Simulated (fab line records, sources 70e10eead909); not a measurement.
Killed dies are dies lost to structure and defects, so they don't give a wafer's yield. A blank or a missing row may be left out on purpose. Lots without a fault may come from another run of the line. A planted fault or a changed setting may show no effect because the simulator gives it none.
Chamber matching | flow nand_harc | NHARC_A_STAIRCASE_DESCUM_443 on rie_diel-08: 4 sister chambers
The step chemistry O2, time 3 s. 4 wafers are shown with their chamber, then 10 later ones without.

WAFERS WITH THEIR CHAMBER
wafer  | chamber | showerhead_plenum_p_Torr (Torr)
L087.5 | 3       | 1.87
L088.2 | 1       | 2.00
L093.1 | 0       | 1.83
L093.2 | 2       | 1.78

WAFERS WITHOUT THEIR CHAMBER
wafer  | showerhead_plenum_p_Torr (Torr)
L093.3 | 2.00
L095.3 | 1.83
L095.5 | 2.00
L095.6 | 1.78
L096.1 | 1.77
L096.2 | 1.83
L096.3 | 1.99
L096.4 | 1.86
L096.5 | 1.86
L096.6 | 1.82

WHICH CHAMBER EACH WENT THROUGH
wafer  | from the rows above | in truth
L093.3 | 1                   | 1
L095.3 | 0                   | 0
L095.5 | 1                   | 1
L095.6 | 2                   | 2
L096.1 | 2                   | 2
L096.2 | 0                   | 0
L096.3 | 1                   | 1
L096.4 | 3                   | 3
L096.5 | 3                   | 3
L096.6 | 0                   | 0
Placed correctly: 10 of 10. Can't be placed from these rows: 0. Placed wrongly: 0.
How it was worked out, from the rows above alone: a wafer's distance from a chamber is the root of the sum, over the readings, of the square of ((its reading less the chamber's mean) divided by the reading's scatter). The wafer belongs to the nearest chamber; if the next one is less than 2 further off, it can't be placed. A chamber's mean is the mean of its shown wafers. The scatter: with one shown wafer a chamber, the root of the mean of the squares of how far each hidden wafer lies from its nearest shown one.
